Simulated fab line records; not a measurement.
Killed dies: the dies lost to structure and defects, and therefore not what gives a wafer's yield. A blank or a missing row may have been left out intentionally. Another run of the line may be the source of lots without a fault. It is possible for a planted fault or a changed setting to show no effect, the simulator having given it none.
Split-lot experiment | flow n5-finfet | 39 wafers read from 7 lots, route of 1938 steps

== ON THE SPLIT ==
At N5_HKMG_FIN_ETCH_32 (etches SOC in N2/H2, target depth 240 nm, time 300 s), the setting target-depth-a was moved away from the recipe's 2400 angstrom on 9 of the 39 wafers read, by -33.6% to +40.0%. This setting was run at the recipe's value on the other wafers.

Reading taken at the split's own step.

== THE READING ==
SiARC_of_HKMG_FIN_COAT_30.thk-nm (the simulator's own value, which no gauge read), in nm, at N5_HKMG_FIN_ETCH_32 (etches SOC in N2/H2, target depth 240 nm, time 300 s). The file gives no usual value for it. Here, 30 wafers ran the recipe; their average is 21.2 nm with a standard deviation of 0.42 nm.

wafer  | tool, chamber at the split | target-depth-a as run, angstrom | against the recipe | SiARC_of_HKMG_FIN_COAT_30.thk-nm, nm | against lot-mates on the recipe
L085.1 | rie-diel-02, 0             | 2400                            | recipe             | 21                                   | -
L085.2 | rie-diel-02, 3             | 3361                            | +40.0%             | 14.6                                 | -6.7
L085.3 | rie-diel-02, 1             | 2400                            | recipe             | 21.8                                 | -
L085.4 | rie-diel-02, 2             | 2400                            | recipe             | 21                                   | -
L085.5 | rie-diel-02, 2             | 3361                            | +40.0%             | 15.6                                 | -5.7
L085.6 | rie-diel-02, 3             | 3361                            | +40.0%             | 14.6                                 | -6.7
L086.1 | rie-diel-02, 3             | 3201                            | +33.4%             | 15.8                                 | -5.6
L086.2 | rie-diel-02, 2             | 3201                            | +33.4%             | 16.6                                 | -4.8
L086.3 | rie-diel-02, 1             | 2400                            | recipe             | 21.8                                 | -
L086.4 | rie-diel-02, 0             | 2400                            | recipe             | 21.2                                 | -
L086.5 | rie-diel-02, 1             | 3201                            | +33.4%             | 17.6                                 | -3.8
L086.6 | rie-diel-02, 0             | 2400                            | recipe             | 21.2                                 | -
L087.1 | rie-diel-04, 1             | 2400                            | recipe             | 21                                   | -
L087.2 | rie-diel-04, 3             | 2400                            | recipe             | 21.8                                 | -
L087.3 | rie-diel-04, 0             | 2400                            | recipe             | 21.4                                 | -
L087.4 | rie-diel-04, 3             | 2400                            | recipe             | 21.8                                 | -
L087.5 | rie-diel-04, 0             | 2400                            | recipe             | 21.4                                 | -
L087.6 | rie-diel-04, 1             | 2400                            | recipe             | 21                                   | -
L089.1 | rie-diel-04, 2             | 1593                            | -33.6%             | 25.4                                 | +4.5
L089.2 | rie-diel-04, 1             | 2400                            | recipe             | 20.8                                 | -
L089.3 | rie-diel-04, 0             | 2400                            | recipe             | 21.2                                 | -
L089.4 | rie-diel-04, 2             | 1593                            | -33.6%             | 25.6                                 | +4.7
L089.5 | rie-diel-04, 0             | 1593                            | -33.6%             | 25.8                                 | +4.9
L089.6 | rie-diel-04, 1             | 2400                            | recipe             | 20.8                                 | -
L092.1 | rie-diel-03, 1             | 2400                            | recipe             | 20.8                                 | -
L092.3 | rie-diel-03, 3             | 2400                            | recipe             | 21.8                                 | -
L092.5 | rie-diel-03, 3             | 2400                            | recipe             | 21.6                                 | -
L094.1 | rie-diel-04, 2             | 2400                            | recipe             | 21                                   | -
L094.2 | rie-diel-04, 1             | 2400                            | recipe             | 21                                   | -
L094.3 | rie-diel-04, 3             | 2400                            | recipe             | 21.6                                 | -
L094.4 | rie-diel-04, 3             | 2400                            | recipe             | 21.6                                 | -
L094.5 | rie-diel-04, 2             | 2400                            | recipe             | 21                                   | -
L094.6 | rie-diel-04, 1             | 2400                            | recipe             | 21                                   | -
L095.1 | rie-diel-03, 1             | 2400                            | recipe             | 20.8                                 | -
L095.2 | rie-diel-03, 0             | 2400                            | recipe             | 20.2                                 | -
L095.3 | rie-diel-03, 2             | 2400                            | recipe             | 20.6                                 | -
L095.4 | rie-diel-03, 3             | 2400                            | recipe             | 21.2                                 | -
L095.5 | rie-diel-03, 1             | 2400                            | recipe             | 21                                   | -
L095.6 | rie-diel-03, 0             | 2400                            | recipe             | 20.4                                 | -

FIT RESULTS
A straight line over all 39 wafers: SiARC_of_HKMG_FIN_COAT_30.thk-nm changes by -0.142 nm for each +1% of target-depth-a; r = -0.98; the points scatter about the line by 0.49 nm.
The same after taking each lot's own level away (the mean of its wafers on the recipe; 39 wafers): -0.147 nm for each +1%; r = -0.99; scatter 0.42 nm.
According to that fit, moving target-depth-a by its largest amount changes the reading by 5.9 nm.
From 20.70 to 21.40 nm: that is the span of the lots' own levels, equal to 1.7 times the standard deviation above.
Hence the lot-to-lot level has little effect on the slope; both slopes agree.
Check: with one of the wafers moved furthest among these (+40.0%) left out of the fit, the line predicts -5.81 nm for it against its lot-mates. Against them it came out at -6.67 nm.

== THE OTHER SPLITS THESE WAFERS WENT THROUGH ==
Before the reading, these wafers also passed through other splits. Each is held against what the fit with the lots' levels taken away leaves over:
other split on the same wafers       | wafers away from the commonest value | r with SiARC_of_HKMG_FIN_COAT_30.thk-nm (lot level and that fit taken away)
N5_ZERO_LAYER_ETCH_18 target-depth-a | 12                                   | -0.11
N5_FIN_SAQP_PECVD_06 time-s          | 18                                   | +0.09
N5_SD_EPI_N_ETCH_16 target-depth-a   | 12                                   | +0.03

== THE WHOLE CHAIN: every reading that the file lists as answering this split, in the file's order ==
step                | what it does                                         | reading                                                                           | change (the file's fit)               | r (the file's)
N5_HKMG_FIN_ETCH_32 | etches SOC in N2/H2, target depth 240 nm, time 300 s | HKMG_FIN.feature-depth-nm (the simulator's own value, which no gauge read)        | +2.53 nm for each +1% of the setting  | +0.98
N5_HKMG_FIN_ETCH_32 | etches SOC in N2/H2, target depth 240 nm, time 300 s | etch.depth-nm (the simulator's own value, which no gauge read)                    | +2.53 nm for each +1% of the setting  | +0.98
N5_HKMG_FIN_ETCH_32 | etches SOC in N2/H2, target depth 240 nm, time 300 s | SiARC_of_HKMG_FIN_COAT_30.thk-nm (the simulator's own value, which no gauge read) | -0.148 nm for each +1% of the setting | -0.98

== THE FILE'S OWN FIT ==
SiARC_of_HKMG_FIN_COAT_30.thk-nm changes by -0.148 nm for each +1% of target-depth-a, r = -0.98.
